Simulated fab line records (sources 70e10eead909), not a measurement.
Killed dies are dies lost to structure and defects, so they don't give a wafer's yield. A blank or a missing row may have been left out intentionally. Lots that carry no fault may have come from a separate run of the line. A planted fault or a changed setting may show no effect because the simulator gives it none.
One fault seen from 3 desks || flow nand_harc || each desk holds nothing but its own numbers, with what lay behind them at the end

== THE DEFECT DESK ==
For each lot, the counts of the inspections along the route, averaged over the sampled wafers that have a number. Marked OUT: a lot whose mean sits more than 4 standard deviations from the usual mean, which makes it out of limits; the brackets give that distance.
Columns: A = raw_defect_count at NHARC_P_BONDPAD_INSPECT_23, usual 310
{"lot": "L690", "first seen here": "day 6 07:01", "A": 323}
{"lot": "L691", "first seen here": "day 6 20:41", "A": 290}
{"lot": "L692", "first seen here": "day 6 21:05", "A": 277}
{"lot": "L693", "first seen here": "day 6 22:13", "A": 407}
{"lot": "L694", "first seen here": "day 7 08:15", "A": 282}
{"lot": "L697", "first seen here": "day 8 03:19", "A": 459}
{"lot": "L701", "first seen here": "day 9 13:38", "A": 380}
{"lot": "L700", "first seen here": "day 9 18:31", "A": 305}
{"lot": "L704", "first seen here": "day 9 19:19", "A": 254}
{"lot": "L702", "first seen here": "day 9 20:44", "A": 220}
{"lot": "L708", "first seen here": "day 10 22:10", "A": 458}
{"lot": "L711", "first seen here": "day 11 20:17", "A": 230}
{"lot": "L710", "first seen here": "day 11 21:05", "A": 289}
{"lot": "L712", "first seen here": "day 11 23:52", "A": 327}
This desk's finding: nothing out of limits on any of the 14 lots.

== TOOL OWNER'S DESK, pecvd_onon-02 ==
The tool's own readings at NHARC_A_ONON_D1_DEP_16 (target thk 1000 nm): means of the sampled wafers that have a number, for each lot that ran on this tool. Marked OUT: a lot whose mean sits more than 4 standard deviations from the usual mean, which makes it out of limits; the brackets give that distance.
Columns: A = n2o_flow_sccm at NHARC_A_ONON_D1_DEP_16, usual 2001 sccm
{"lot": "L692", "first seen here": "day 8 07:14", "A": 2005}
{"lot": "L694", "first seen here": "day 8 17:08", "A": 2003}
{"lot": "L697", "first seen here": "day 9 10:38", "A": 2001}
{"lot": "L701", "first seen here": "day 11 02:53", "A": 2002}
{"lot": "L702", "first seen here": "day 11 03:21", "A": 2003}
This desk's finding: nothing out of limits on any of the 5 lots.

== FROM THE METROLOGY DESK ==
Lot by lot, what the gauges showed, no matter which tool ran the lot: averages of those sampled wafers that carry a number. Marked OUT: a lot whose mean sits more than 4 standard deviations from the usual mean, which makes it out of limits; the brackets give that distance.
Columns: A = thk_nm at NHARC_A_ONON_D1_THK_MEAS_18, usual 1002 nm; B = cd_nm at NHARC_A_CHANNEL_HOLE_D1_CD_MEAS_10, usual 100.0 nm
{"lot": "L690", "first seen here": "day 7 18:49", "A": 989, "B": 99.8}
{"lot": "L691", "first seen here": "day 8 07:41", "A": 986, "B": 100.0}
{"lot": "L692", "first seen here": "day 8 07:41", "A": 994, "B": 100.7}
{"lot": "L693", "first seen here": "day 8 07:42", "A": 1009, "B": 100.6}
{"lot": "L694", "first seen here": "day 8 17:35", "A": 1008, "B": 100.3}
{"lot": "L697", "first seen here": "day 9 11:05", "A": 993, "B": 100.3}
{"lot": "L700", "first seen here": "day 11 03:14", "A": 1021, "B": 99.2}
{"lot": "L701", "first seen here": "day 11 03:24", "A": "1524 (+40) OUT", "B": 99.1}
{"lot": "L704", "first seen here": "day 11 03:35", "A": 994, "B": 99.9}
{"lot": "L702", "first seen here": "day 11 03:45", "A": "1756 (+58) OUT", "B": "-"}
{"lot": "L708", "first seen here": "day 12 07:04", "A": 997, "B": 100.2}
{"lot": "L712", "first seen here": "day 13 06:08", "A": 1018, "B": 101.2}
{"lot": "L711", "first seen here": "day 13 06:08", "A": 1002, "B": 99.7}
{"lot": "L710", "first seen here": "day 13 06:29", "A": 996, "B": 100.9}
This desk's finding: out of limits on L701, L702; first on L701, day 11 03:24 (thk_nm at NHARC_A_ONON_D1_THK_MEAS_18). Within limits: L690, L691, L692, L693, L694, L697, L700, L704, L708, L712, L711, L710.

== BROUGHT TOGETHER ==
Metrology desk: alarm possible at day 11 03:24 on L701, L702.
Nothing out of limits was seen by the defect desk.
The desk of the tool owner found nothing out of limits.
The defect desk has L701, L702 on record, within its limits.
On record at the tool owner's desk: L701, L702, within its limits.
Every lot named ran NHARC_A_ONON_D1_DEP_16 on pecvd_onon-02.

== WHAT THE SIMULATOR HAD PUT IN ==
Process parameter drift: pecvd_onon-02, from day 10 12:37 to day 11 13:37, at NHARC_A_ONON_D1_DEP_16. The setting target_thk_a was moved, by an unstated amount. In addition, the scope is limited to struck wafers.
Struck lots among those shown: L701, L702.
Per desk, hours elapsed from the start of the fault to the first reading out of limits: for the metrology desk, 15.
